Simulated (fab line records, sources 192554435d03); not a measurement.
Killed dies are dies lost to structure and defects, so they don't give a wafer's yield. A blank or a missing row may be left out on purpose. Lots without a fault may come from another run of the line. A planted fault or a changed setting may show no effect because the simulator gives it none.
Chamber matching | flow n5_finfet | N5_FIN_SAQP_MANDREL1_REMOVE_56 on rie_si-03: 4 sister chambers
The step chemistry HBr/Cl2/O2, target a-Si, stops on SiNx, bt time 10 s. 20 wafers are shown with their chamber, then 10 later ones without.

WAFERS WITH THEIR CHAMBER
wafer  | chamber | throttle_valve_pct (%) | drypump_motor_current_A (A) | oes_product_au (a.u.)
L076.1 | 3       | 37.4                   | 6.3                         | 0.990
L076.2 | 2       | 37.1                   | 5.7                         | 1.001
L076.3 | 1       | 36.1                   | 5.5                         | 0.987
L076.4 | 3       | 37.4                   | 6.3                         | 0.996
L076.5 | 2       | 37.1                   | 5.7                         | 1.011
L076.6 | 1       | 36.2                   | 5.5                         | 0.993
L077.1 | 1       | 36.2                   | 5.5                         | 0.987
L077.2 | 2       | 37.1                   | 5.7                         | 1.009
L077.5 | 1       | 36.2                   | 5.5                         | 0.982
L079.1 | 1       | 36.2                   | 5.6                         | 0.995
L079.2 | 3       | 37.3                   | 6.3                         | 1.004
L079.3 | 2       | 37.1                   | 5.7                         | 1.016
L080.1 | 1       | 36.2                   | 5.6                         | 1.003
L080.3 | 0       | 36.1                   | 5.5                         | 1.035
L080.4 | 3       | 37.4                   | 6.2                         | 0.998
L087.1 | 3       | 37.4                   | 6.3                         | 0.992
L087.2 | 1       | 36.2                   | 5.5                         | 1.004
L087.3 | 0       | 36.1                   | 5.5                         | 1.017
L087.4 | 2       | 37.1                   | 5.7                         | 0.998
L087.5 | 1       | 36.2                   | 5.5                         | 1.003

SIGNATURES (means of the wafers above)
reading                 | chamber 0 | chamber 1 | chamber 2 | chamber 3 | scatter within a chamber
throttle_valve_pct      | 36.100    | 36.188    | 37.100    | 37.380    | 0.0324
drypump_motor_current_A | 5.500     | 5.525     | 5.700     | 6.280     | 0.0379
oes_product_au          | 1.02600   | 0.99425   | 1.00700   | 0.99600   | 0.00793
Rule: a wafer's distance from a chamber is the root of the sum, over the readings, of the square of ((its reading less the chamber's mean) divided by the reading's scatter). The wafer belongs to the nearest chamber; if the next one is less than 2 further off, it can't be placed. The scatter: the root of (the sum of the squares of (reading less its chamber's mean) over the shown wafers, divided by (wafers less chambers)).

WAFERS WITHOUT THEIR CHAMBER
wafer  | throttle_valve_pct (%) | drypump_motor_current_A (A) | oes_product_au (a.u.)
L087.6 | 36.1                   | 5.6                         | 1.017
L090.1 | 37.3                   | 6.3                         | 1.010
L090.2 | 36.2                   | 5.5                         | 0.994
L090.4 | 36.1                   | 5.5                         | 1.034
L092.3 | 36.2                   | 5.6                         | 0.989
L092.4 | 37.1                   | 5.7                         | 1.006
L092.5 | 37.4                   | 6.3                         | 1.004
L097.1 | 36.1                   | 5.5                         | 1.029
L097.3 | 37.3                   | 6.3                         | 1.007
L097.5 | 37.1                   | 5.7                         | 1.015

WHICH CHAMBER EACH WENT THROUGH
wafer  | from the rows above     | in truth
L087.6 | can't be placed: 0 or 1 | 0
L090.1 | 3                       | 3
L090.2 | 1                       | 1
L090.4 | 0                       | 0
L092.3 | 1                       | 1
L092.4 | 2                       | 2
L092.5 | 3                       | 3
L097.1 | 0                       | 0
L097.3 | 3                       | 3
L097.5 | 2                       | 2
Placed correctly: 9 of 10. Can't be placed from these rows: 1 (the true chamber is among the candidates in 1). Placed wrongly: 0.
